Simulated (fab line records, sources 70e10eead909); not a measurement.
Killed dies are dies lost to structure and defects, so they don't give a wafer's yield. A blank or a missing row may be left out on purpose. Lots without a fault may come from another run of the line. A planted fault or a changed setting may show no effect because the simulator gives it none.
One fault seen from 2 desks | flow nand_harc | each desk has only its own numbers; what lay behind them comes last

THE TOOL OWNER'S DESK: cvd_w-02
The tool's own readings at NHARC_A_CONTACT_CVD_19 (deposits W, target thk 300 nm, time 802 s): means of the sampled wafers that have a number, for each lot that ran on this tool. A lot is out of limits, marked OUT, if its mean lies more than 4 standard deviations from the usual mean; the brackets give that distance.
Columns: A = chamber_pressure_Torr at NHARC_A_CONTACT_CVD_19, usual 40.00 Torr; B = heater_power_outer_w at NHARC_A_CONTACT_CVD_19, usual 245 W; C = heater_power_w at NHARC_A_CONTACT_CVD_19, usual 447 W; D = throttle_valve_pct at NHARC_A_CONTACT_CVD_19, usual 8.1 %
lot  | first seen here | A     | B   | C   | D
L763 | day 24 00:26    | 39.98 | 245 | 452 | 8.0
L765 | day 24 01:28    | 40.02 | 246 | 454 | 8.3
L764 | day 24 05:17    | 40.03 | 249 | 452 | 8.2
L766 | day 24 06:26    | 39.99 | 246 | 449 | 8.4
L783 | day 32 01:14    | 40.03 | 262 | 480 | 8.1
This desk's finding: nothing out of limits on any of the 5 lots.

THE METROLOGY DESK
What the gauges read, lot by lot, whatever tool the lot ran on: means of the sampled wafers that have a number. A lot is out of limits, marked OUT, if its mean lies more than 4 standard deviations from the usual mean; the brackets give that distance.
Columns: A = overlay_x_nm at NHARC_A_CONTACT_OVL_MEAS_09, usual 0.1 nm; B = overlay_y_nm at NHARC_A_CONTACT_OVL_MEAS_09, usual 0.0 nm
lot  | first seen here | A    | B
L760 | day 22 09:54    | 1.2  | 0.1
L761 | day 22 15:02    | 0.6  | 0.0
L762 | day 22 16:54    | 0.6  | 1.2
L765 | day 23 17:35    | -0.2 | 0.4
L763 | day 23 19:20    | -0.3 | 0.0
L764 | day 24 00:35    | 0.4  | 1.2
L766 | day 24 00:49    | -0.4 | -0.7
L767 | day 25 01:44    | 1.2  | -0.5
L768 | day 25 03:43    | -0.2 | -0.2
L773 | day 27 17:36    | 0.1  | 0.5
L775 | day 28 03:10    | -0.6 | 1.0
L774 | day 28 06:49    | 1.0  | 0.2
L781 | day 31 04:55    | 1.1  | -0.3
L783 | day 31 19:59    | 0.7  | -0.4
L782 | day 32 20:35    | -0.7 | 0.2
This desk's finding: nothing out of limits on any of the 15 lots.

PUT TOGETHER
The tool owner's desk saw nothing out of limits.
The metrology desk saw nothing out of limits.

WHAT THE SIMULATOR HAD PUT IN
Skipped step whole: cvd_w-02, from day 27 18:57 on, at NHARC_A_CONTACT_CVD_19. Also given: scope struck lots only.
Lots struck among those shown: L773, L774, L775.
